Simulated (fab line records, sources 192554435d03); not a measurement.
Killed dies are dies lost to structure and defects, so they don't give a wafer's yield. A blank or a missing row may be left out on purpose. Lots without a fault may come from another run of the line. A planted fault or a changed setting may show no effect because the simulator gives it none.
fab line records | flow n5_finfet
record lots=7 wafers=21
route steps=1938 shown FIN_SAQP@94 DUMMY_GATE@220 SD_EPI_N@268 SD_EPI_P@321 HKMG_FIN@424 GATE_CUT@480
start_h: hours from the record's first day to the start of the lot's first wafer shown | wait_h: hours since the lot's step before | " the same as in the row above | L1.1+2: a row that stands for several wafers | - no value, or no start given | * or withheld: withheld | < > ~ a bound
route shown NAME@n: a module of which the file shows steps, and the number in the route of the first | usual: mean/standard deviation of fault-free wafers | same: alike in all rows | chamber/n: place in a boat | sites: the reading at each site | _std_site: their standard deviation | _edge_site: outer sites' mean less inner sites' | radius_mm: how far each site lies from the wafer's centre | mask NAME#n: copy n | behind: the tool/chamber that last shaped the wafer | hold: why the lot was held/for how many hours/how that ended | device: the transistor (n, p or np) that didn't switch | end of line: the same wafers' tests at the end of the route | a step without rows: its recipe alone | killed: dies lost to structure and defects at the first sort, not the wafer's yield | map: a wafer's dies, x killed, . not, _ none there
set.NAME: the setting as run; set.NAME@STEP: as run at that earlier step | model.NAME: the simulator's own value behind a step, which no gauge read
lots whose settings were changed on purpose; a table a step, a row a wafer
## steps
# step N5_FIN_SAQP_ALD_61
# recipe material=SiO2 target_thk_a=40 temp_c=300 ald_precursor_family=BDEAS ald_co_reactant=O2-plasma pulse_time_s=1 purge_time_s=2 co_reactant_purge_time_s=2 ald_cycles=43 pressure_torr=2
# columns lot.wafer tool chamber start_h wait_h set.ald_cycles model.SiO2_of_FIN_SAQP_ALD_61.thk_nm
L080.1+6 ald_sin-04 1 56.74 0.0 43 3.989
L080.3 " 3 " " 43 4.023
L082.2+6 ald_sin-02 3,2 69.66 1.7 50 4.637
L082.4 " 2 " " 43 4.003
L083.2 ald_sin-03 3 74.56 0.0 43 4.002
L083.3 " 2 " " 43 4.015
L083.5 " 1 " " 43 4
L084.3 ald_sin-03 0 80.60 0.0 43 3.98
L084.4 " 3 " " 43 3.988
L084.5 " 3 " " 43 4.01
L088.1 ald_sin-02 1 104.75 0.3 41 3.793
L088.3 " 0 " " 41 3.81
L088.5 " 3 " " 43 3.966
L096.1 ald_sin-02 3 153.76 0.0 43 3.973
L096.2 " 1 " " 43 3.99
L096.5 " 2 " " 43 4.027
L097.1 ald_sin-04 1 159.05 0.0 39 3.623
L097.4 " 2 " " 43 4.005
L097.6 " 0 " " 43 4.002
# step N5_DUMMY_GATE_HM_DEP_06
# recipe material=SiNx target_thk_a=800 precursor=DCS/NH3 temp_c=700 pressure_mtorr=300 time_s=5141
# columns lot.wafer tool chamber start_h wait_h set.time_s model.SiNx_of_DUMMY_GATE_HM_DEP_06.thk_nm
L080.1+6 - - - 0.0 5141 80.4
L080.3 " - " " 5141 80.6
L082.2 - - - 0.0 5421 85.4
L082.4 " - " " 5421 85.6
L082.6 " - " " 5421 85.2
L083.2 - - - 0.0 5141 80.2
L083.3 " - " " 5141 80.6
L083.5 " - " " 5141 80.8
L084.3 - - - 0.0 4684 74.4
L084.4 " - " " 4684 75
L084.5 " - " " 4684 75.2
L088.1+3 - - - 0.0 5697 88
L088.5 " - " " 5697 87.6
L096.1+2 lpcvd-01 1/40,1/45 176.52 0.0 5141 81.2
L096.5 " 1/59 " " 5141 80.4
L097.1+6 - - - 0.0 5489 85.2
L097.4 " - " " 5489 85
# step N5_DUMMY_GATE_COAT_09
# recipe resist=CAR-EUV spin_rpm=1500 resist_thk_nm=30
# columns lot.wafer tool chamber start_h wait_h set.spin_rpm model.CAR-EUV_of_DUMMY_GATE_COAT_09.thk_nm
L080.1+3 litho_track-05 0 - - 1500 30
L080.6 " 0 " " 1385 31.2
L082.2+4+6 litho_track-02 0 - - 1500 30
L083.2 litho_track-03 0 - - 1344 31.6
L083.3+5 " 0 " " 1344 31.8
L084.3 litho_track-05 0 - - 1500 30
L084.4 " 0 " " 1623 28.8
L084.5 " 0 " " 1623 28.6
L088.1 litho_track-05 0 - - 1500 30.2
L088.3 " 0 " " 1381 31.4
L088.5 " 0 " " 1500 30
L096.1+2 litho_track-03 0 - - 1500 30
L096.5 " 0 " " 1500 29.8
L097.1+6 litho_track-05 0 - - 1500 30
L097.4 " 0 " " 1500 29.8
# step N5_DUMMY_GATE_EBR_11
# recipe solvent=PGMEA ebr_width_mm=1.5
# step N5_DUMMY_GATE_SOFTBAKE_10
# recipe temp_c=110 time_s=60 resist=CAR-EUV
# step N5_DUMMY_GATE_DESCUM_20
# recipe chemistry=O2 time_s=6.2 source_power_w=50 bias_power_w=20 pressure_mtorr=20 rf_frequency_hz=2.712e+07 temp_c=40 resist=CAR-EUV o2_flow_sccm=225
# step N5_DUMMY_GATE_ETCH_29
# recipe chemistry=N2/H2 target=underlayer target_depth_a=130 ion_energy_ev=200 pressure_mtorr=30 source_w=840 bias_w=150 n2_flow_sccm=200 h2_flow_sccm=200
# columns lot.wafer tool chamber start_h wait_h set.spin_rpm@DUMMY_GATE_COAT_09 model.CAR-EUV_of_DUMMY_GATE_COAT_09.thk_nm
L080.1+3 rie_diel-02 2,3 82.50 0.0 1500 19
L080.6 " 2 " " 1385 20.2
L082.2 rie_diel-02 2 96.54 0.0 1500 19
L082.4 " 1 " " 1500 18.8
L082.6 " 0 " " 1500 18.6
L083.2+3 rie_diel-03 2,3 100.48 0.0 1344 20.4
L083.5 " 1 " " 1344 20.2
L084.3 rie_diel-04 2 109.92 0.0 1500 19.2
L084.4+5 " 1 " " 1623 17.2
L088.1 rie_diel-02 1 129.08 0.0 1500 18.8
L088.3 " 2 " " 1381 20.4
L088.5 " 2 " " 1500 19
L096.1 rie_diel-02 3 183.42 0.0 1500 19
L096.2 " 0 " " 1500 18.6
L096.5 " 2 " " 1500 18.8
L097.1+6 rie_diel-02 0 184.74 0.0 1500 18.8
L097.4 " 1 " " 1500 18.6
# step N5_DUMMY_GATE_ETCH_36
# recipe chemistry=CF4 target=SiARC target_depth_a=130 pressure_mtorr=40 source_w=545 bias_w=36 Ar_flow_sccm=100 cf4_flow_sccm=100 ion_energy_ev=80
# columns lot.wafer tool chamber start_h wait_h set.spin_rpm@DUMMY_GATE_COAT_09 model.CAR-EUV_of_DUMMY_GATE_COAT_09.thk_nm
L080.1+3 rie_diel-02 2,3 82.54 0.0 1500 11.4
L080.6 " 2 " " 1385 12.6
L082.2 rie_diel-02 2 96.58 0.0 1500 11.4
L082.4 " 1 " " 1500 11
L082.6 " 0 " " 1500 10.8
L083.2 rie_diel-03 2 100.52 0.0 1344 12.6
L083.3 " 3 " " 1344 12.8
L083.5 " 1 " " 1344 12.4
L084.3 rie_diel-04 2 109.96 0.0 1500 11.8
L084.4 " 1 " " 1623 9.4
L084.5 " 1 " " 1623 9.2
L088.1 rie_diel-02 1 129.12 0.0 1500 11.2
L088.3 " 2 " " 1381 12.8
L088.5 " 2 " " 1500 11.6
L096.1 rie_diel-02 3 183.46 0.0 1500 11.4
L096.2+5 " 0,2 " " 1500 11.2
L097.1 rie_diel-02 0 184.78 0.0 1500 11.2
L097.4 " 1 " " 1500 11
L097.6 " 0 " " 1500 11.4
# step N5_SD_EPI_N_PEB_07
# recipe peb_temp_c=110 peb_time_s=60 resist=CAR-ArF-block
# columns lot.wafer tool chamber start_h wait_h set.peb_time_s
L080.1+3+6 litho_track-03 0 84.91 0.1 60
L082.2 litho_track-01 0 99.63 0.0 60
L082.4+6 " 0 " " 68.27
L083.2+3+5 litho_track-01 0 102.70 0.0 60
L084.3+5 litho_track-03 0 111.82 0.0 60
L084.4 " 0 " " 52.36
L088.1 litho_track-01 0 131.20 0.1 63.76
L088.3+5 " 0 " " 60
L096.1+2+5 litho_track-01 0 187.24 0.1 60
L097.1+4+6 litho_track-03 0 188.32 0.1 60
# step N5_SD_EPI_N_DEVELOP_08
# recipe develop_time_s=30 developer=TMAH resist=CAR-ArF-block dev_temp_c=23 rinse_liquid=diw dry=air_spin
# step N5_SD_EPI_N_CD_MEAS_09
# recipe target_cd_nm=120 landing_energy_ev=500 detector=se_inlens
# usual cd_nm=119.7/0.73
# columns lot.wafer tool chamber start_h wait_h set.peb_time_s@SD_EPI_N_PEB_07 cd_nm
L080.1 cd_sem-01 0 84.98 - 60 119.6
L080.3 " 0 " " 60 118.6
L080.6 " 0 " " 60 119.2
L082.2 cd_sem-03 0 99.70 - 60 119.7
L082.4 " 0 " " 68.27 123.3
L082.6 " 0 " " 68.27 124.5
L083.2 cd_sem-03 0 102.77 - 60 119.6
L083.3 " 0 " " 60 119.6
L083.5 " 0 " " 60 119.4
L084.3 cd_sem-01 0 111.89 - 60 120.3
L084.4 " 0 " " 52.36 113.6
L084.5 " 0 " " 60 118.5
L088.1 cd_sem-03 0 131.27 - 63.76 122.8
L088.3 " 0 " " 60 120.0
L088.5 " 0 " " 60 120.5
L096.1 cd_sem-03 0 187.31 - 60 120.6
L096.2 " 0 " " 60 120.2
L096.5 " 0 " " 60 120.8
L097.1 cd_sem-01 0 188.39 - 60 118.8
L097.4 " 0 " " 60 118.4
L097.6 " 0 " " 60 118.5
# step N5_SD_EPI_N_DESCUM_14
# recipe chemistry=O2 time_s=7.9 source_power_w=50 bias_power_w=20 pressure_mtorr=20 rf_frequency_hz=2.712e+07 temp_c=40 resist=CAR-ArF-block o2_flow_sccm=225
# columns lot.wafer tool chamber start_h wait_h set.time_s set.peb_time_s@SD_EPI_N_PEB_07 model.SD_EPI_N.cd_nm
L080.1+6 rie_diel-01 0,1 85.07 0.0 7.9 60 119.6
L080.3 " 3 " " 7.9 60 118.4
L082.2 rie_diel-06 3 99.79 0.0 7.9 60 119.4
L082.4 " 0 " " 7.9 68.27 124
L082.6 " 2 " " 6.43 68.27 124.2
L083.2 rie_diel-05 3 102.91 0.1 6.942 60 119.6
L083.3 " 0 " " 6.942 60 119.8
L083.5 " 1 " " 7.9 60 119.8
L084.3 rie_diel-05 0 112.54 0.6 6.412 60 120.2
L084.4 " 1 " " 7.9 52.36 113.8
L084.5 " 2 " " 7.9 60 118.6
L088.1 rie_diel-05 1 132.15 0.8 7.087 63.76 122.8
L088.3 " 0 " " 7.9 60 119.8
L088.5 " 0 " " 7.087 60 120.4
L096.1+2+5 rie_diel-06 2,0,1 187.49 0.1 7.9 60 120.6
L097.1 rie_diel-06 2 188.50 0.0 9.54 60 118.8
L097.4 " 0 " " 9.54 60 118.4
L097.6 " 1 " " 7.9 60 119
# step N5_SD_EPI_N_ETCH_34
# recipe chemistry=CF4 target=SiARC target_depth_a=455 mask_material=CAR-ArF-block time_s=75.8 ion_energy_ev=80 pressure_mtorr=40 source_w=545 bias_w=36 Ar_flow_sccm=100 cf4_flow_sccm=100 ends=cleared
# columns lot.wafer tool chamber start_h wait_h set.peb_time_s@SD_EPI_N_PEB_07 model.SD_EPI_N.cd_nm
L080.1 rie_diel-01 0 85.10 0.0 60 119.4
L080.3 " 3 " " 60 118.4
L080.6 " 1 " " 60 120
L082.2 rie_diel-06 3 99.82 0.0 60 119.6
L082.4 " 0 " " 68.27 124.2
L082.6 " 2 " " 68.27 124.6
L083.2 rie_diel-05 3 102.95 0.0 60 119.4
L083.3+5 " 0,1 " " 60 120
L084.3 rie_diel-05 0 112.57 0.0 60 120.4
L084.4 " 1 " " 52.36 113.8
L084.5 " 2 " " 60 118.8
L088.1 rie_diel-05 1 132.18 0.0 63.76 122.6
L088.3 " 0 " " 60 120
L088.5 " 0 " " 60 120.6
L096.1 rie_diel-06 2 187.53 0.0 60 120.8
L096.2 " 0 " " 60 120.6
L096.5 " 1 " " 60 120.2
L097.1 rie_diel-06 2 188.53 0.0 60 119
L097.4+6 " 0,1 " " 60 118.6
# step N5_SD_EPI_N_EPI_21
# recipe material=Si:P dopant=P temp_c=680 pressure_torr=255 time_s=690
# columns lot.wafer tool chamber start_h wait_h set.time_s model.Si-P_of_SD_EPI_N_EPI_21.thk_nm
L080.1+6 epi_rpcvd-01 0 86.74 0.1 690 57.8
L080.3 " 0 " " 690 59.2
L082.2 epi_rpcvd-01 0 101.88 0.4 690 58.8
L082.4 " 0 " " 622.2 55.6
L082.6 " 0 " " 622.2 55.2
L083.2 epi_rpcvd-04 0 104.89 0.4 724.3 60.8
L083.3 " 0 " " 690 58.8
L083.5 " 0 " " 690 59.2
L084.3 epi_rpcvd-01 0 114.77 0.7 646.3 55.6
L084.4 " 0 " " 646.3 55.4
L084.5 " 0 " " 646.3 55.8
L088.1 epi_rpcvd-04 0 133.85 0.1 690 58.6
L088.3 " 0 " " 690 58.8
L088.5 " 0 " " 765.2 63
L096.1 epi_rpcvd-04 0 189.62 0.2 690 58.2
L096.2 " 0 " " 690 59.6
L096.5 " 0 191.11 1.5 690 59.4
L097.1 epi_rpcvd-01 0 190.36 0.2 690 59.2
L097.4 " 0 191.48 1.2 747 62.2
L097.6 " 0 " " 747 62.6
# step N5_SD_EPI_N_PRECLEAN_49
# recipe chemistry=NF3:NH3 afs_cycles=1 temp_c=30 time_s=20 sublimation_temp_c=180 sublimation_time_s=60 pressure_torr=3 rf_power_w=30
# columns lot.wafer tool chamber start_h wait_h set.time_s
L080.1+6 remote_plasma-01 1 88.56 0.0 22.9
L080.3 " 1 " " 20
L082.2+4+6 remote_plasma-02 1 103.45 0.1 22.57
L083.2+3+5 remote_plasma-02 0 106.46 0.1 20
L084.3+4+5 remote_plasma-02 1 116.09 0.1 20
L088.1+3 remote_plasma-01 1 135.67 0.0 18.14
L088.5 " 1 " " 20
L096.1+2+5 remote_plasma-01 0 192.04 0.0 20
L097.1 remote_plasma-01 1 192.74 0.0 20
L097.4+6 " 1 " " 18.74
# step N5_SD_EPI_N_LINER_46
# recipe material=SiNx target_thk_a=30 temp_c=400 ald_precursor_family=SiH2I2 ald_co_reactant=N2/H2-plasma pressure_torr=2
# step N5_SD_EPI_P_EPI_21
# recipe material=SiGe:B dopant=B temp_c=550 pressure_torr=20 ambient=H2 time_s=355
# step N5_SD_EPI_P_HM_STRIP_48
# recipe chemistry=H3PO4 temp_c=160 material=SiNx target=SiNx target_depth_a=30 overetch_fraction=0.3
# columns lot.wafer tool chamber start_h wait_h set.time_s@SD_EPI_N_EPI_21 model.Si-P_of_SD_EPI_N_EPI_21.thk_nm
L080.1+6 wet_bench-02 5,3 93.01 0.0 690 57.2
L080.3 " 7 " " 690 58.6
L082.2 wet_bench-04 7 108.02 0.0 690 58.2
L082.4 " 5 " " 622.2 55
L082.6 " 1 " " 622.2 54.4
L083.2 wet_bench-02 1 110.96 0.0 724.3 60.2
L083.3 " 3 " " 690 58.2
L083.5 " 0 " " 690 58.6
L084.3+5 wet_bench-04 5,4 121.19 0.0 646.3 55
L084.4 " 2 " " 646.3 54.8
L088.1 wet_bench-03 2 140.80 0.0 690 58
L088.3 " 1 " " 690 58.2
L088.5 " 4 " " 765.2 62.4
L096.1 wet_bench-02 0 197.34 0.0 690 57.6
L096.2+5 " 7,6 " " 690 58.8
L097.1 wet_bench-03 5 198.22 0.0 690 58.6
L097.4 " 4 " " 747 61.4
L097.6 " 3 " " 747 61.8
# step N5_HKMG_FIN_COAT_06
# recipe resist=CAR-ArF spin_rpm=1500 resist_thk_nm=90
# columns lot.wafer tool chamber start_h wait_h set.spin_rpm model.CAR-ArF_of_HKMG_FIN_COAT_06.thk_nm
L080.1+3 litho_track-01 0 - - 1565 88
L080.6 " 0 " " 1500 90
L082.2+6 litho_track-02 0 - - 1353 95
L082.4 " 0 " " 1500 90.2
L083.2 litho_track-02 0 - - 1369 94.2
L083.3 " 0 " " 1369 94
L083.5 " 0 " " 1500 90
L084.3 litho_track-02 0 - - 1500 90.4
L084.4 " 0 " " 1500 90.2
L084.5 " 0 " " 1604 87.2
L088.1 litho_track-04 0 - - 1545 88.2
L088.3 " 0 " " 1500 89.6
L088.5 " 0 " " 1545 88.6
L097.1 litho_track-02 0 - - 1390 93.2
L097.4 " 0 " " 1500 89.6
L097.6 " 0 " " 1390 93
L096.1 litho_track-02 0 - - 1500 89.6
L096.2+5 " 0 " " 1500 89.8
# step N5_HKMG_FIN_EBR_08
# recipe solvent=PGMEA ebr_width_mm=1.5
# step N5_HKMG_FIN_SOFTBAKE_07
# recipe temp_c=110 time_s=60 resist=CAR-ArF
# step N5_HKMG_FIN_EXPOSE_09
# recipe mask_id=NWFM na=1.35 source_shape=conventional sigma_outer=0.8 polarization=unpolarized dose_mj=39.25
# step N5_HKMG_FIN_PEB_10
# recipe peb_temp_c=withheld peb_time_s=60 resist=CAR-ArF
# step N5_HKMG_FIN_DEVELOP_11
# recipe develop_time_s=30 developer=TMAH resist=CAR-ArF dev_temp_c=23 rinse_liquid=diw dry=air_spin
# columns lot.wafer tool chamber start_h wait_h set.spin_rpm@HKMG_FIN_COAT_06 model.CAR-ArF_of_HKMG_FIN_COAT_06.thk_nm
L080.1 litho_track-02 0 - - 1565 86.4
L080.3 " 0 " " 1565 86.2
L080.6 " 0 " " 1500 88.4
L082.2+6 litho_track-01 0 - - 1353 93.2
L082.4 " 0 " " 1500 88.4
L083.2 litho_track-04 0 - - 1369 92.6
L083.3 " 0 " " 1369 92.4
L083.5 " 0 " " 1500 88.4
L084.3+4 litho_track-04 0 - - 1500 88.6
L084.5 " 0 " " 1604 85.4
L088.1 litho_track-02 0 - - 1545 86.4
L088.3 " 0 " " 1500 87.8
L088.5 " 0 " " 1545 87
L097.1 litho_track-02 0 - - 1390 91.6
L097.4 " 0 " " 1500 87.8
L097.6 " 0 " " 1390 91.2
L096.1+5 litho_track-02 0 - - 1500 88
L096.2 " 0 " " 1500 88.2
# step N5_HKMG_FIN_DESCUM_17
# recipe chemistry=O2 time_s=7.9 source_power_w=50 bias_power_w=20 pressure_mtorr=20 rf_frequency_hz=2.712e+07 temp_c=40 resist=CAR-ArF o2_flow_sccm=225
# step N5_HKMG_FIN_ETCH_31
# recipe chemistry=CF4 target=SiARC target_depth_a=455 mask_material=CAR-ArF time_s=75.8 ion_energy_ev=80 pressure_mtorr=40 source_w=545 bias_w=36 Ar_flow_sccm=100 cf4_flow_sccm=100 ends=cleared
# columns lot.wafer tool chamber start_h wait_h set.spin_rpm@HKMG_FIN_COAT_06 model.CAR-ArF_of_HKMG_FIN_COAT_06.thk_nm
L080.1+3 rie_diel-05 1,3 110.60 0.0 1565 48.8
L080.6 " 1 " " 1500 51
L082.2+6 rie_diel-05 0,1 126.08 0.0 1353 55.8
L082.4 " 2 " " 1500 50.8
L083.2 rie_diel-01 2 128.27 0.0 1369 55
L083.3 " 1 " " 1369 54.8
L083.5 " 0 " " 1500 50.8
L084.3 rie_diel-05 0 141.87 0.0 1500 51.2
L084.4 " 1 " " 1500 51
L084.5 " 1 " " 1604 47.8
L088.1 rie_diel-05 3 158.28 0.0 1545 49
L088.3 " 2 " " 1500 50.4
L088.5 " 3 " " 1545 49.4
L097.1 rie_diel-05 0 215.36 0.0 1390 54.2
L097.4 " 1 " " 1500 50.4
L097.6 " 3 " " 1390 53.8
L096.1+5 rie_diel-01 1,0 216.11 0.0 1500 50.6
L096.2 " 3 " " 1500 50.8
# step N5_GATE_CUT_COAT_27
# recipe resist=underlayer temp_c=205 time_s=60 spin_rpm=1500 resist_thk_nm=10
# columns lot.wafer tool chamber start_h wait_h set.spin_rpm model.underlayer_of_GATE_CUT_COAT_27.thk_nm
L080.1+3 litho_track-02 0 - - 1500 10
L080.6 " 0 " " 1614 9.6
L082.2+6 litho_track-03 0 - - 1500 10
L082.4 " 0 " " 1363 10.4
L083.2+5 litho_track-03 0 - - 1372 10.4
L083.3 " 0 " " 1500 10
L084.3 litho_track-02 0 - - 1500 10
L084.4+5 " 0 " " 1596 9.8
L088.1+3+5 litho_track-03 0 - - 1402 10.4
L097.1 litho_track-05 0 - - 1353 10.6
L097.4+6 " 0 " " 1500 10
L096.1+2+5 litho_track-03 0 - - 1500 10
# step N5_GATE_CUT_COAT_07
# recipe resist=CAR-EUV spin_rpm=1500 resist_thk_nm=30
# step N5_GATE_CUT_EBR_09
# recipe solvent=PGMEA ebr_width_mm=1.5
# step N5_GATE_CUT_DESCUM_18
# recipe chemistry=O2 time_s=7 source_power_w=50 bias_power_w=20 pressure_mtorr=20 rf_frequency_hz=2.712e+07 temp_c=40 resist=CAR-EUV o2_flow_sccm=225
# step N5_GATE_CUT_ETCH_28
# recipe chemistry=N2/H2 target=underlayer target_depth_a=130 mask_material=CAR-EUV time_s=10.4 ion_energy_ev=200 pressure_mtorr=30 source_w=840 bias_w=150 n2_flow_sccm=200 h2_flow_sccm=200 ends=cleared
# columns lot.wafer tool chamber start_h wait_h set.spin_rpm@GATE_CUT_COAT_27 model.etch.depth_nm
L080.1 rie_diel-04 2 119.07 0.0 1500 9.989
L080.3 " 1 " " 1500 10
L080.6 " 2 " " 1614 9.622
L082.2 rie_diel-04 0 134.34 0.0 1500 9.992
L082.4 " 3 " " 1363 10.48
L082.6 " 0 " " 1500 9.994
L083.2 rie_diel-03 1 137.73 0.0 1372 10.44
L083.3 " 2 " " 1500 10.01
L083.5 " 1 " " 1372 10.47
L084.3 rie_diel-02 0 150.33 0.0 1500 10.02
L084.4 " 3 " " 1596 9.734
L084.5 " 1 " " 1596 9.737
L088.1 rie_diel-02 1 167.65 0.0 1402 10.32
L088.3 " 2 " " 1402 10.3
L088.5 " 3 " " 1402 10.35
L097.1 rie_diel-04 0 224.07 0.0 1353 10.51
L097.4 " 2 " " 1500 10.01
L097.6 " 1 " " 1500 10.04
L096.1 rie_diel-04 1 224.46 0.0 1500 9.981
L096.2 " 2 " " 1500 9.996
L096.5 " 0 " " 1500 10
## key
split step=N5_FIN_SAQP_ALD_61 setting=ald_cycles stated=43 by=wafer
response step=N5_FIN_SAQP_ALD_61 reading=model.SiO2_of_FIN_SAQP_ALD_61.thk_nm change=+0.0392 per=1% r=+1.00
split step=N5_DUMMY_GATE_HM_DEP_06 setting=time_s stated=5141 by=lot
response step=N5_DUMMY_GATE_HM_DEP_06 reading=model.SiNx_of_DUMMY_GATE_HM_DEP_06.thk_nm change=+0.676 per=1% r=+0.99
split step=N5_DUMMY_GATE_COAT_09 setting=spin_rpm stated=1500 by=wafer
response step=N5_DUMMY_GATE_COAT_09 reading=model.CAR-EUV_of_DUMMY_GATE_COAT_09.thk_nm change=-0.16 per=1% r=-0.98
response step=N5_DUMMY_GATE_ETCH_29 reading=model.CAR-EUV_of_DUMMY_GATE_COAT_09.thk_nm change=-0.198 per=1% r=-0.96
response step=N5_DUMMY_GATE_ETCH_36 reading=model.CAR-EUV_of_DUMMY_GATE_COAT_09.thk_nm change=-0.216 per=1% r=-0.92
split step=N5_SD_EPI_N_PEB_07 setting=peb_time_s stated=60 by=wafer
response step=N5_SD_EPI_N_CD_MEAS_09 reading=cd_nm change=+0.376 per=1% r=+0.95
response step=N5_SD_EPI_N_DESCUM_14 reading=model.SD_EPI_N.cd_nm change=+0.391 per=1% r=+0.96
response step=N5_SD_EPI_N_ETCH_34 reading=model.SD_EPI_N.cd_nm change=+0.395 per=1% r=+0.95
split step=N5_SD_EPI_N_DESCUM_14 setting=time_s stated=7.9 by=wafer
response none clear
split step=N5_SD_EPI_N_EPI_21 setting=time_s stated=690 by=wafer
response step=N5_SD_EPI_N_EPI_21 reading=model.Si-P_of_SD_EPI_N_EPI_21.thk_nm change=+0.375 per=1% r=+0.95
response step=N5_SD_EPI_P_HM_STRIP_48 reading=model.Si-P_of_SD_EPI_N_EPI_21.thk_nm change=+0.373 per=1% r=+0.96
split step=N5_SD_EPI_N_PRECLEAN_49 setting=time_s stated=20 by=wafer
response none clear
split step=N5_HKMG_FIN_COAT_06 setting=spin_rpm stated=1500 by=wafer
response step=N5_HKMG_FIN_COAT_06 reading=model.CAR-ArF_of_HKMG_FIN_COAT_06.thk_nm change=-0.471 per=1% r=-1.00
response step=N5_HKMG_FIN_DEVELOP_11 reading=model.CAR-ArF_of_HKMG_FIN_COAT_06.thk_nm change=-0.476 per=1% r=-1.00
response step=N5_HKMG_FIN_ETCH_31 reading=model.CAR-ArF_of_HKMG_FIN_COAT_06.thk_nm change=-0.488 per=1% r=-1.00
split step=N5_GATE_CUT_COAT_27 setting=spin_rpm stated=1500 by=wafer
response step=N5_GATE_CUT_COAT_27 reading=model.underlayer_of_GATE_CUT_COAT_27.thk_nm change=-0.0492 per=1% r=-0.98
response step=N5_GATE_CUT_ETCH_28 reading=model.etch.depth_nm change=-0.0505 per=1% r=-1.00
